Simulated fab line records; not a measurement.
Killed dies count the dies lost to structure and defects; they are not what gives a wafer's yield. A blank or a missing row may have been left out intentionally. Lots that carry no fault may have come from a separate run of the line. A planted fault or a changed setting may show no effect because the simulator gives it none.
Matching of chambers :: flow n5 finfet :: 4 sister chambers for N5_BEOL_M14_VIA_ETCH_16 on rie diel-01
The step etches SiO2 in C4F8/O2/Ar, target depth 1231.3 nm. 8 wafers are shown with their chamber, then 7 later ones without.

## WAFERS, EACH WITH ITS CHAMBER
wafer: L076.6
chamber: 3
drypump motor current A (A): 5.7
rf vpp V (V): 2256

wafer: L078.3
chamber: 1
drypump motor current A (A): 5.2
rf vpp V (V): 2231

wafer: L078.5
chamber: 1
drypump motor current A (A): 5.2
rf vpp V (V): 2233

wafer: L082.2
chamber: 2
drypump motor current A (A): 5.1
rf vpp V (V): 2228

wafer: L082.3
chamber: 0
drypump motor current A (A): 6.3
rf vpp V (V): 2218

wafer: L082.6
chamber: 0
drypump motor current A (A): 6.3
rf vpp V (V): 2220

wafer: L085.4
chamber: 2
drypump motor current A (A): 5.1
rf vpp V (V): 2225

wafer: L085.5
chamber: 3
drypump motor current A (A): 5.8
rf vpp V (V): 2256

## WAFERS WITH NO CHAMBER GIVEN
wafer: L085.6
drypump motor current A (A): 5.2
rf vpp V (V): 2231

wafer: L091.2
drypump motor current A (A): 5.1
rf vpp V (V): 2226

wafer: L091.3
drypump motor current A (A): 5.2
rf vpp V (V): 2231

wafer: L091.6
drypump motor current A (A): 6.3
rf vpp V (V): 2219

wafer: L095.2
drypump motor current A (A): 5.7
rf vpp V (V): 2254

wafer: L095.4
drypump motor current A (A): 5.2
rf vpp V (V): 2230

wafer: L095.6
drypump motor current A (A): 6.3
rf vpp V (V): 2217

## CHAMBER TAKEN BY EACH
wafer: L085.6
from the rows above: 1
in truth: 1

wafer: L091.2
from the rows above: 2
in truth: 2

wafer: L091.3
from the rows above: 1
in truth: 1

wafer: L091.6
from the rows above: 0
in truth: 0

wafer: L095.2
from the rows above: 3
in truth: 3

wafer: L095.4
from the rows above: 1
in truth: 1

wafer: L095.6
from the rows above: 0
in truth: 0
7 of 7 placed correctly. Number that these rows cannot place: 0. Number placed wrongly: 0.
How it was worked out, from the rows above alone: a wafer's distance from a chamber is the root of the sum, over the readings, of the square of ((its reading less the chamber's mean) divided by the reading's scatter). If the next closest chamber is less than 2 further off than the closest, the wafer can't be placed; otherwise it belongs to the closest. A chamber's mean is the mean of its shown wafers. The scatter: the root of (the sum of the squares of (reading less its chamber's mean) over the shown wafers, divided by (wafers less chambers)).
